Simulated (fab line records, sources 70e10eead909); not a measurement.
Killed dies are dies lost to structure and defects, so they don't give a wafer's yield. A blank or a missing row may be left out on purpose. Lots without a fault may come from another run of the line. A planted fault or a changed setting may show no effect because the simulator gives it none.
Chamber matching | flow nand_harc | NHARC_P_GATE_ETCH_32 on rie_si-04: 4 sister chambers
The step etches the open film in HBr/Cl2, target depth 150 nm, time 100.1 s. 16 wafers are shown with their chamber, then 8 later ones without.

WAFERS WITH THEIR CHAMBER
wafer  | chamber | drypump_motor_current_A (A) | oes_product_au (a.u.) | bias_w (W)
L079.1 | 0       | 5.4                         | 0.989                 | 99.44
L079.3 | 1       | 5.5                         | 0.983                 | 99.64
L079.5 | 3       | 6.3                         | 0.992                 | 100.25
L080.2 | 2       | 6.2                         | 0.998                 | 99.70
L080.3 | 3       | 6.3                         | 0.998                 | 99.61
L080.6 | 1       | 5.5                         | 1.003                 | 99.47
L081.1 | 3       | 6.3                         | 1.002                 | 99.81
L081.3 | 2       | 6.2                         | 0.997                 | 100.06
L081.5 | 3       | 6.3                         | 0.998                 | 100.35
L085.1 | 3       | 6.3                         | 0.989                 | 100.14
L085.3 | 0       | 5.3                         | 0.997                 | 99.91
L085.6 | 1       | 5.5                         | 0.997                 | 100.05
L089.1 | 0       | 5.3                         | 0.994                 | 99.85
L089.3 | 2       | 6.2                         | 0.995                 | 100.18
L089.6 | 0       | 5.3                         | 0.990                 | 99.99
L090.3 | 1       | 5.5                         | 1.002                 | 100.26

SIGNATURES (means of the wafers above)
reading                 | chamber 0 | chamber 1 | chamber 2 | chamber 3 | scatter within a chamber
drypump_motor_current_A | 5.325     | 5.500     | 6.200     | 6.300     | 0.025
oes_product_au          | 0.99250   | 0.99625   | 0.99667   | 0.99580   | 0.00584
bias_w                  | 99.7975   | 99.8550   | 99.9800   | 100.0320  | 0.301
Rule: a wafer's distance from a chamber is the root of the sum, over the readings, of the square of ((its reading less the chamber's mean) divided by the reading's scatter). The wafer belongs to the nearest chamber; if the next one is less than 2 further off, it can't be placed. The scatter: the root of (the sum of the squares of (reading less its chamber's mean) over the shown wafers, divided by (wafers less chambers)).

WAFERS WITHOUT THEIR CHAMBER
wafer  | drypump_motor_current_A (A) | oes_product_au (a.u.) | bias_w (W)
L090.4 | 5.3                         | 0.990                 | 100.01
L090.6 | 6.2                         | 1.003                 | 100.27
L095.1 | 6.3                         | 0.998                 | 100.28
L095.4 | 5.5                         | 1.010                 | 99.99
L095.5 | 5.4                         | 0.981                 | 99.87
L095.2 | 6.2                         | 0.997                 | 100.32
L095.3 | 5.4                         | 0.989                 | 99.91
L095.6 | 6.3                         | 0.993                 | 99.89

WHICH CHAMBER EACH WENT THROUGH
wafer  | from the rows above     | in truth
L090.4 | 0                       | 0
L090.6 | 2                       | 2
L095.1 | 3                       | 3
L095.4 | 1                       | 1
L095.5 | can't be placed: 0 or 1 | 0
L095.2 | 2                       | 2
L095.3 | can't be placed: 0 or 1 | 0
L095.6 | 3                       | 3
Placed correctly: 6 of 8. Can't be placed from these rows: 2 (the true chamber is among the candidates in 2). Placed wrongly: 0.
